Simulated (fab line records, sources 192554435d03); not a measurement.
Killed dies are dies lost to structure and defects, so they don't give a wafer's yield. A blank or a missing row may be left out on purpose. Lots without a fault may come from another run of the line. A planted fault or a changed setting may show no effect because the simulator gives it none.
fab line records | flow n5_finfet | part 1 of 2: steps 1 to 24 of 31
record lots=5 wafers=15 last_day=17
route steps=1938 shown BEOL_M1@836 BEOL_M2@841
lots that met no fault: from a run of the same line without faults
start_h: hours from the record's first day to the start of the lot's first wafer shown | wait_h: hours since the lot's step before | " the same as in the row above | L1.1+2: a row that stands for several wafers | - no value, or no start given | * or withheld: withheld | < > ~ a bound
route shown NAME@n: a module of which the file shows steps, and the number in the route of the first | usual: mean/standard deviation of fault-free wafers | same: alike in all rows | chamber/n: place in a boat | sites: the reading at each site | _std_site: their standard deviation | _edge_site: outer sites' mean less inner sites' | radius_mm: how far each site lies from the wafer's centre | mask NAME#n: copy n | behind: the tool/chamber that last shaped the wafer | hold: why the lot was held/for how many hours/how that ended | device: the transistor (n, p or np) that didn't switch | end of line: the same wafers' tests at the end of the route | a step without rows: its recipe alone | killed: dies lost to structure and defects at the first sort, not the wafer's yield | map: a wafer's dies, x killed, . not, _ none there
set.NAME: the setting as run; set.NAME@STEP: as run at that earlier step | model.NAME: the simulator's own value behind a step, which no gauge read
lots at some steps of the route; a table a step, a row a wafer
services: from which hour (start_h, from the record's first day; less than 0 if before it) a tool's chamber was out of use, for how many hours, and why
## steps
# step N5_BEOL_M1_CO_CAP_55
# recipe material=Co target_thk_a=20 temp_c=200 precursor=CCTBA/H2 pressure_torr=30 time_s=102.1
# usual chamber_pressure_Torr=30.01/0.065 heater_power_w=228/20
# columns lot.wafer tool chamber start_h wait_h chamber_pressure_Torr heater_power_w since_wet_clean_h
L081.3 cvd_co-01 2 170.80 0.0 29.97 223 253
L081.4 " 1 " " 30.01 274 -
L081.5 " 0 " " 30.07 224 -
L088.2 cvd_co-02 0 212.82 0.0 30.08 223 973
L088.5 " 2 " " 30.00 232 -
L088.6 " 0 " " 30.07 223 -
L089.2 cvd_co-01 2 222.86 0.0 29.79 227 305
L089.4 " 1 " " 30.04 278 -
L089.5 " 0 " " 30.07 226 -
L095.2 cvd_co-02 2 260.75 0.0 29.89 230 561
L095.3 " 1 " " 30.02 209 114
L095.5 " 0 " " 30.02 227 -
L096.1 cvd_co-02 2 264.53 0.0 30.12 232 565
L096.3 " 1 " " 30.06 205 118
L096.5 " 0 " " 30.03 218 -
# step N5_BEOL_M1_PRE_CLEAN_56
# recipe gas=NH3 time_s=15 temp_c=withheld rf_power_w=300
# columns lot.wafer tool chamber start_h wait_h since_wet_clean_h
L081.3 pecvd-02 0 170.89 0.1 694
L081.4 " 2 " " -
L081.5 " 0 " " -
L088.2 pecvd-01 2 212.91 0.1 525
L088.5 " 2 " " -
L088.6 " 1 " " -
L089.2 pecvd-03 0 222.95 0.1 927
L089.4 " 0 " " -
L089.5 " 1 " " -
L095.2 pecvd-03 1 260.84 0.1 1690
L095.3 " 0 " " 965
L095.5 " 2 " " -
L096.1 pecvd-03 2 264.62 0.1 214
L096.3 " 0 " " 968
L096.5 " 0 " " -
# step N5_BEOL_M1_DEP_57
# recipe material=SiCN target_thk_a=80 temp_c=withheld precursor=3MS/NH3 pressure_torr=3 rf_w=202 time_s=14
# usual chamber_pressure_Torr=3.001/0.0064 showerhead_plenum_p_Torr=3.667/0.011 throttle_valve_pct=9.0/0.51
# columns lot.wafer tool chamber start_h wait_h chamber_pressure_Torr showerhead_plenum_p_Torr since_wet_clean_h throttle_valve_pct
L081.3 pecvd-02 0 170.91 0.0 2.998 3.644 694 9.6
L081.4 " 2 " " 3.007 3.653 - 9.6
L081.5 " 0 " " 2.997 3.659 - 9.3
L088.2 pecvd-01 2 212.93 0.0 2.996 3.682 525 8.8
L088.5 " 2 " " 3.001 3.677 - 8.8
L088.6 " 1 " " 2.998 3.685 - 8.9
L089.2 pecvd-03 0 222.98 0.0 3.007 3.661 927 8.1
L089.4 " 0 " " 2.996 3.661 - 8.2
L089.5 " 1 " " 3.003 3.668 - 9.2
L095.2 pecvd-03 1 260.87 0.0 2.994 3.661 1690 9.1
L095.3 " 0 " " 3.001 3.664 965 8.2
L095.5 " 2 " " 2.999 3.673 - 9.4
L096.1 pecvd-03 2 264.65 0.0 3.011 3.688 215 9.3
L096.3 " 0 " " 3.021 3.668 969 7.9
L096.5 " 0 " " 3.006 3.659 - 8.1
# step N5_BEOL_M1_RS_MEAS_58
# recipe thk_meas_gauge=four-point-probe reads=Co_of_BEOL_M1_CO_CAP_55+Cu_of_BEOL_M1_ECD_50+Co_of_BEOL_M1_CVD_47+TaN_of_BEOL_M1_ALD_84
# usual M1_RS=0.662/0.029
# columns lot.wafer tool chamber start_h wait_h M1_RS[ohm/sq]
L081.3 film_metro-01 - 170.98 0.1 0.711
L081.4 " - " " 0.656
L081.5 " - " " 0.700
L088.2 film_metro-02 - 213.00 0.1 0.701
L088.5 " - " " 0.641
L088.6 " - " " 0.641
L089.2 film_metro-02 - 223.04 0.1 0.644
L089.4 " - " " 0.657
L089.5 " - " " 0.699
L095.2 film_metro-01 - 260.93 0.1 0.693
L095.3 " - " " 0.666
L095.5 " - " " 0.644
L096.1 film_metro-01 - 264.71 0.0 0.689
L096.3 " - " " 0.704
L096.5 " - " " 0.617
# step N5_BEOL_M1_INSPECT_59
# recipe inspect_instrument=darkfield mode=post_dep
# usual raw_defect_count=73/24
# columns lot.wafer tool chamber start_h wait_h raw_defect_count
L081.3 defect_inspect-02 - 171.01 0.0 60
L081.4 " - " " 59
L081.5 " - " " 46
L088.2 defect_inspect-01 - 213.03 0.0 67
L088.5 " - " " 45
L088.6 " - " " 51
L089.2 defect_inspect-02 - 223.07 0.0 89
L089.4 " - " " 72
L089.5 " - " " 104
L095.2 defect_inspect-01 - 260.96 0.0 90
L095.3 " - " " 48
L095.5 " - " " 38
L096.1 defect_inspect-01 - 264.74 0.0 40
L096.3 " - " " 54
L096.5 " - " " 42
# step N5_BEOL_M2_ILD_DEP_00
# recipe material=SiOC target_thk_a=790 temp_c=350 precursor=DEMS/O2 pressure_torr=5 rf_w=500 time_s=15.3
# usual chamber_pressure_Torr=4.999/0.011 heater_power_w=483/100 showerhead_plenum_p_Torr=5.699/0.012 throttle_valve_pct=11.9/0.63
# columns lot.wafer tool chamber start_h wait_h chamber_pressure_Torr heater_power_w showerhead_plenum_p_Torr since_wet_clean_h throttle_valve_pct
L081.3 pecvd-02 1 171.04 0.0 4.997 461 5.691 1419 12.9
L081.4 " 2 " " 4.991 638 5.687 - 12.7
L081.5 " 0 " " 4.980 450 5.693 - 12.5
L088.2 pecvd-02 0 213.06 0.0 4.996 404 5.696 736 12.4
L088.5 " 0 " " 4.994 408 5.679 - 12.5
L088.6 " 1 " " 5.019 475 5.702 - 13.0
L089.2 pecvd-04 1 223.11 0.0 4.992 618 5.696 1833 12.2
L089.4 " 2 " " 5.009 330 5.690 - 10.8
L089.5 " 2 " " 5.002 332 5.697 - 11.0
L095.2 pecvd-02 2 261.00 0.0 5.015 647 5.678 30 10.8
L095.3 " 0 " " 4.995 465 5.696 784 12.4
L095.5 " 1 " " 5.004 561 5.699 - 13.0
L096.1 pecvd-01 2 264.78 0.0 5.021 508 5.706 577 11.6
L096.3 " 1 " " 5.019 495 5.718 2056 11.9
L096.5 " 0 " " 4.998 376 5.702 - 11.5
# step N5_BEOL_M2_THK_MEAS_01
# recipe reads=SiOC_of_BEOL_M2_ILD_DEP_00
# usual M2_ILD_THK=79.1/1
# columns lot.wafer tool chamber start_h wait_h M2_ILD_THK[nm]
L081.3 film_metro-01 - 171.11 0.1 77.5
L081.4 " - " " 79.5
L081.5 " - " " 80.0
L088.2 film_metro-02 - 213.15 0.1 77.8
L088.5 " - " " 79.9
L088.6 " - " " 79.7
L089.2 film_metro-01 - 223.19 0.1 79.1
L089.4 " - " " 79.8
L089.5 " - " " 81.4
L095.2 film_metro-02 - 261.06 0.1 77.9
L095.3 " - " " 79.6
L095.5 " - " " 80.3
L096.1 film_metro-01 - 264.84 0.0 77.7
L096.3 " - " " 78.2
L096.5 " - " " 78.8
# step N5_BEOL_M2_PECVD_72
# recipe material=SiO2 target_thk_a=160 temp_c=400 precursor=TEOS/O2 pressure_torr=5.5 rf_w=450 teos_flow_sccm=53.8 gas=O2 flow_sccm=3000 time_s=18
# usual chamber_pressure_Torr=5.498/0.012 heater_power_w=724/120 showerhead_plenum_p_Torr=8.81/0.046 throttle_valve_pct=22.3/1.1
# columns lot.wafer tool chamber start_h wait_h chamber_pressure_Torr heater_power_w showerhead_plenum_p_Torr since_wet_clean_h throttle_valve_pct
L081.3 pecvd-01 0 171.15 0.0 5.500 636 8.82 1238 22.0
L081.4 " 0 " " 5.497 626 8.84 - 21.6
L081.5 " 2 " " 5.505 719 8.81 - 21.5
L088.2 pecvd-04 1 213.18 0.0 5.492 988 8.82 1823 23.1
L088.5 " 1 " " 5.499 987 8.79 - 23.2
L088.6 " 2 " " 5.514 549 8.77 - 20.8
L089.2 pecvd-01 1 223.23 0.0 5.474 587 8.82 2015 22.4
L089.4 " 0 " " 5.494 683 8.85 - 21.8
L089.5 " 1 " " 5.496 599 8.84 - 22.1
L095.2 pecvd-04 1 261.10 0.0 5.510 925 8.81 1871 23.2
L095.3 " 0 " " 5.492 694 8.86 1146 21.5
L095.5 " 2 " " 5.506 590 8.78 - 21.1
L096.1 pecvd-02 1 264.88 0.0 5.496 721 8.81 1513 24.1
L096.3 " 2 " " 5.485 947 8.71 - 19.9
L096.5 " 2 " " 5.470 971 8.70 - 20.2
# step N5_BEOL_M2_HM_DEP_02
# recipe material=TiN target_thk_a=200 temp_c=25 chamber_pressure_pa=0.49996
# usual throttle_valve_pct=29.8/1.1
# columns lot.wafer tool chamber start_h wait_h throttle_valve_pct
L081.3 pvd_sputter-03 - 171.86 0.7 31.4
L081.4 " - " " 31.1
L081.5 " - " " 28.2
L088.2 pvd_sputter-03 - 213.78 0.6 28.1
L088.5 " - " " 28.4
L088.6 " - " " 29.8
L089.2 pvd_sputter-02 - 225.87 2.6 30.4
L089.4 " - " " 31.7
L089.5 " - " " 31.6
L095.2 pvd_sputter-03 - 261.29 0.2 29.9
L095.3 " - " " 31.4
L095.5 " - " " 31.2
L096.1 pvd_sputter-02 - 266.85 2.0 28.9
L096.3 " - " " 31.8
L096.5 " - " " 28.7
# step N5_BEOL_M2_COAT_61
# recipe resist=SOC temp_c=250 time_s=60 spin_rpm=1500 resist_thk_nm=60
# columns lot.wafer tool chamber start_h wait_h
L081.3+4+5 litho_track-05 0 171.99 0.1
L088.2+5+6 litho_track-01 0 213.90 0.1
L089.2+4+5 litho_track-01 0 225.99 0.1
L095.2+3+5 litho_track-05 0 261.41 0.1
L096.1+3+5 litho_track-05 0 266.98 0.1
# step N5_BEOL_M2_COAT_62
# recipe resist=SiARC temp_c=220 time_s=60 spin_rpm=1500 resist_thk_nm=12
# columns lot.wafer tool chamber start_h wait_h
L081.3+4+5 litho_track-05 0 - -
L088.2+5+6 litho_track-01 0 - -
L089.2+4+5 litho_track-01 0 - -
L095.2+3+5 litho_track-05 0 - -
L096.1+3+5 litho_track-05 0 - -
# step N5_BEOL_M2_COAT_73
# recipe resist=underlayer temp_c=205 time_s=60 spin_rpm=1500 resist_thk_nm=5
# columns lot.wafer tool chamber start_h wait_h
L081.3+4+5 litho_track-05 0 - -
L088.2+5+6 litho_track-01 0 - -
L089.2+4+5 litho_track-01 0 - -
L095.2+3+5 litho_track-05 0 - -
L096.1+3+5 litho_track-05 0 - -
# step N5_BEOL_M2_COAT_05
# recipe resist=CAR-EUV spin_rpm=1500 resist_thk_nm=30
# columns lot.wafer tool chamber start_h wait_h
L081.3+4+5 litho_track-05 0 - -
L088.2+5+6 litho_track-01 0 - -
L089.2+4+5 litho_track-01 0 - -
L095.2+3+5 litho_track-05 0 - -
L096.1+3+5 litho_track-05 0 - -
# step N5_BEOL_M2_EBR_07
# recipe solvent=PGMEA ebr_width_mm=1.5
# columns lot.wafer tool chamber start_h wait_h
L081.3+4+5 litho_track-05 0 - -
L088.2+5+6 litho_track-01 0 - -
L089.2+4+5 litho_track-01 0 - -
L095.2+3+5 litho_track-05 0 - -
L096.1+3+5 litho_track-05 0 - -
# step N5_BEOL_M2_SOFTBAKE_06
# recipe temp_c=110 time_s=60 resist=CAR-EUV
# columns lot.wafer tool chamber start_h wait_h
L081.3+4+5 litho_track-05 0 - -
L088.2+5+6 litho_track-01 0 - -
L089.2+4+5 litho_track-01 0 - -
L095.2+3+5 litho_track-05 0 - -
L096.1+3+5 litho_track-05 0 - -
# step N5_BEOL_M2_EXPOSE_08
# recipe mask_id=M2 na=0.33 source_shape=dipole sigma_inner=0.369 sigma_outer=0.767 polarization=unpolarized dose_mj=41.25
# columns lot.wafer tool chamber start_h wait_h mask
L081.3+4+5 euv_scanner-02 0 172.14 - M2#0
L088.2+5+6 euv_scanner-01 0 214.05 - M2#0
L089.2+4+5 euv_scanner-02 0 226.26 - M2#0
L095.2+3+5 euv_scanner-02 0 261.68 - M2#0
L096.1+3+5 euv_scanner-02 0 267.11 - M2#0
# step N5_BEOL_M2_PEB_09
# recipe peb_temp_c=100 peb_time_s=60 resist=CAR-EUV
# columns lot.wafer tool chamber start_h wait_h
L081.3+4+5 litho_track-05 0 172.19 0.0
L088.2+5+6 litho_track-01 0 214.10 0.1
L089.2+4+5 litho_track-03 0 226.32 0.1
L095.2+3+5 litho_track-03 0 261.74 0.1
L096.1+3+5 litho_track-05 0 267.18 0.1
# step N5_BEOL_M2_DEVELOP_10
# recipe develop_time_s=30 developer=TMAH resist=CAR-EUV rinse_liquid=surfactant_rinse dry=air_spin dev_temp_c=23
# usual developer_temp_C=23.01/0.11
# same develop_time_s=30
# columns lot.wafer tool chamber start_h wait_h developer_temp_C
L081.3 litho_track-05 0 - - 23.12
L081.4 " 0 " " 23.12
L081.5 " 0 " " 23.08
L088.2 litho_track-01 0 - - 23.10
L088.5 " 0 " " 23.16
L088.6 " 0 " " 22.99
L089.2 litho_track-03 0 - - 22.96
L089.4 " 0 " " 23.11
L089.5 " 0 " " 22.88
L095.2 litho_track-03 0 - - 23.40
L095.3 " 0 " " 23.11
L095.5 " 0 " " 23.17
L096.1 litho_track-05 0 - - 23.03
L096.3 " 0 " " 22.97
L096.5 " 0 " " 23.01
# step N5_BEOL_M2_CD_MEAS_11
# recipe target_cd_nm=16.79 landing_energy_ev=500 detector=se_inlens polarity=opening
# usual cd_nm=16.75/0.21
# columns lot.wafer tool chamber start_h wait_h cd_nm
L081.3 cd_sem-03 0 172.26 - 16.70
L081.4 " 0 " " 16.88
L081.5 " 0 " " 16.59
L088.2 cd_sem-02 0 214.17 - 17.08
L088.5 " 0 " " 16.73
L088.6 " 0 " " 16.61
L089.2 cd_sem-02 0 226.39 - 16.95
L089.4 " 0 " " 16.36
L089.5 " 0 " " 16.63
L095.2 cd_sem-02 0 261.81 - 16.66
L095.3 " 0 " " 16.53
L095.5 " 0 " " 16.76
L096.1 cd_sem-03 0 267.24 - 16.67
L096.3 " 0 " " 16.79
L096.5 " 0 " " 17.14
# step N5_BEOL_M2_OVL_MEAS_12
# recipe points_per_wafer=522
# usual M2_OVL=0.2/0.57
# columns lot.wafer tool chamber start_h wait_h M2_OVL[nm]
L081.3 overlay-02 0 172.30 0.0 -0.7
L081.4 " 0 " " 0.1
L081.5 " 0 " " 0.2
L088.2 overlay-01 0 214.21 0.0 0.0
L088.5 " 0 " " -0.3
L088.6 " 0 " " -0.4
L089.2 overlay-01 0 226.44 0.0 0.3
L089.4 " 0 " " 1.2
L089.5 " 0 " " -0.2
L095.2 overlay-01 0 261.84 0.0 0.2
L095.3 " 0 " " 0.1
L095.5 " 0 " " -0.2
L096.1 overlay-02 0 267.27 0.0 -0.1
L096.3 " 0 " " 0.5
L096.5 " 0 " " 0.3
# step N5_BEOL_M2_INSPECT_13
# recipe mode=adi inspect_instrument=brightfield
# usual raw_defect_count=392/79
# columns lot.wafer tool chamber start_h wait_h raw_defect_count
L081.3 defect_inspect-02 - 172.35 0.0 280
L081.4 " - " " 271
L081.5 " - " " 370
L088.2 defect_inspect-01 - 214.26 0.0 361
L088.5 " - " " 265
L088.6 " - " " 355
L089.2 defect_inspect-01 - 226.49 0.0 367
L089.4 " - " " 318
L089.5 " - " " 415
L095.2 defect_inspect-02 - 261.90 0.0 486
L095.3 " - " " 293
L095.5 " - " " 294
L096.1 defect_inspect-02 - 267.33 0.1 417
L096.3 " - " " 324
L096.5 " - " " 417
# step N5_BEOL_M2_DESCUM_16
# recipe chemistry=O2 time_s=7 source_power_w=50 bias_power_w=20 pressure_mtorr=20 rf_frequency_hz=2.712e+07 temp_c=40 resist=CAR-EUV o2_flow_sccm=225
# usual drypump_motor_current_A=5.6/0.45 oes_product_au=0.79/0.098 rf_vpp_V=243.2/1.4 showerhead_plenum_p_Torr=2.09/0.066 throttle_valve_pct=20.42/0.21
# columns lot.wafer tool chamber start_h wait_h drypump_motor_current_A oes_product_au rf_hours_counter_h rf_vpp_V showerhead_plenum_p_Torr throttle_valve_pct
L081.3 rie_diel-06 2 172.42 0.1 5.4 0.97 3 242.2 2.05 20.24
L081.4 " 0 " " 5.5 0.76 139 245.3 2.18 20.57
L081.5 " 1 " " 5.3 0.68 - 242.5 2.05 20.41
L088.2 rie_diel-01 0 214.35 0.1 5.3 0.93 22 244.1 2.14 20.65
L088.5 " 2 " " 5.5 0.71 - 241.8 2.08 20.27
L088.6 " 3 " " 5.8 0.88 - 243.2 2.14 20.38
L089.2 rie_diel-06 3 226.83 0.3 6.8 0.73 188 244.3 2.17 20.59
L089.4 " 1 " " 5.4 0.68 247 243.4 2.05 20.45
L089.5 " 0 " " 5.5 0.74 - 243.0 2.17 20.56
L095.2 rie_diel-06 3 262.01 0.1 6.8 0.71 201 243.6 2.17 20.62
L095.3 " 2 " " 5.4 0.88 36 243.8 2.04 20.29
L095.5 " 0 " " 5.5 0.74 - 245.0 2.17 20.60
L096.1 rie_diel-04 1 267.37 0.0 5.6 0.67 244 242.4 2.06 20.43
L096.3 " 3 " " 5.6 0.71 223 240.6 1.98 20.23
L096.5 " 1 " " 5.6 0.69 - 245.2 2.06 20.44
# step N5_BEOL_M2_ETCH_74
# recipe chemistry=N2/H2 target=underlayer target_depth_a=65 mask_material=CAR-EUV time_s=5.2 ion_energy_ev=200 pressure_mtorr=30 source_w=840 bias_w=150 n2_flow_sccm=200 h2_flow_sccm=200 ends=cleared
# usual drypump_motor_current_A=5.7/0.46 etch_rf_on_time_s=5.19/0.075 oes_product_au=0.67/0.081 rf_vpp_V=523.9/2.6 showerhead_plenum_p_Torr=2.55/0.08 throttle_valve_pct=17.87/0.19
# columns lot.wafer tool chamber start_h wait_h drypump_motor_current_A etch_rf_on_time_s oes_product_au rf_hours_counter_h rf_vpp_V showerhead_plenum_p_Torr throttle_valve_pct
L081.3 rie_diel-06 2 172.46 0.0 5.4 5.16 0.83 3 524.6 2.50 17.61
L081.4 " 0 " " 5.5 5.16 0.66 139 529.2 2.65 17.96
L081.5 " 1 " " 5.4 5.16 0.59 - 523.1 2.51 17.93
L088.2 rie_diel-01 0 214.39 0.0 5.4 5.16 0.77 22 524.2 2.61 18.04
L088.5 " 2 " " 5.5 5.26 0.61 - 525.1 2.52 17.80
L088.6 " 3 " " 5.8 5.28 0.74 - 525.5 2.60 17.73
L089.2 rie_diel-06 3 226.87 0.0 6.8 5.22 0.62 188 527.3 2.63 17.88
L089.4 " 1 " " 5.4 5.22 0.58 247 522.1 2.50 17.97
L089.5 " 0 " " 5.5 5.20 0.64 - 525.2 2.65 18.00
L095.2 rie_diel-06 3 262.04 0.0 6.8 5.26 0.62 201 523.6 2.63 17.91
L095.3 " 2 " " 5.4 5.22 0.76 36 522.1 2.49 17.67
L095.5 " 0 " " 5.5 5.29 0.62 - 525.7 2.64 18.02
L096.1 rie_diel-04 1 267.40 0.0 5.6 5.26 0.58 244 522.7 2.51 18.02
L096.3 " 3 " " 5.6 5.06 0.62 223 518.7 2.40 17.70
L096.5 " 1 " " 5.6 5.27 0.58 - 524.2 2.51 18.02
# step N5_BEOL_M2_ETCH_63
# recipe chemistry=CF4 target=SiARC target_depth_a=156 mask_material=CAR-EUV time_s=26 ion_energy_ev=80 pressure_mtorr=40 source_w=545 bias_w=36 Ar_flow_sccm=100 cf4_flow_sccm=100 ends=cleared
# usual drypump_motor_current_A=5.6/0.45 etch_rf_on_time_s=25.9/0.37 oes_product_au=0.68/0.082 rf_vpp_V=184.1/1.2 showerhead_plenum_p_Torr=2.14/0.061 throttle_valve_pct=15.61/0.19
# columns lot.wafer tool chamber start_h wait_h drypump_motor_current_A etch_rf_on_time_s oes_product_au rf_hours_counter_h rf_vpp_V showerhead_plenum_p_Torr throttle_valve_pct
L081.3 rie_diel-06 2 172.48 0.0 5.4 26.0 0.83 3 181.5 2.11 15.39
L081.4 " 0 " " 5.5 26.0 0.64 139 187.0 2.23 15.74
L081.5 " 1 " " 5.3 26.1 0.59 - 184.2 2.11 15.70
L088.2 rie_diel-01 0 214.40 0.0 5.3 25.2 0.79 23 184.1 2.19 15.72
L088.5 " 2 " " 5.5 26.1 0.61 - 182.8 2.13 15.55
L088.6 " 3 " " 5.8 26.1 0.75 - 184.5 2.17 15.47
L089.2 rie_diel-06 3 226.88 0.0 6.8 26.2 0.63 188 185.4 2.21 15.72
L089.4 " 1 " " 5.3 26.0 0.59 247 184.7 2.11 15.74
L089.5 " 0 " " 5.5 26.2 0.63 - 186.1 2.22 15.78
L095.2 rie_diel-06 3 262.06 0.0 6.8 26.4 0.62 201 184.7 2.20 15.75
L095.3 " 2 " " 5.4 26.0 0.76 36 182.0 2.10 15.45
L095.5 " 0 " " 5.5 26.0 0.63 - 186.6 2.22 15.80
L096.1 rie_diel-04 1 267.42 0.0 5.6 26.5 0.58 244 183.7 2.11 15.67
L096.3 " 3 " " 5.6 25.5 0.62 223 182.1 2.03 15.51
L096.5 " 1 " " 5.6 26.6 0.58 - 181.5 2.11 15.67
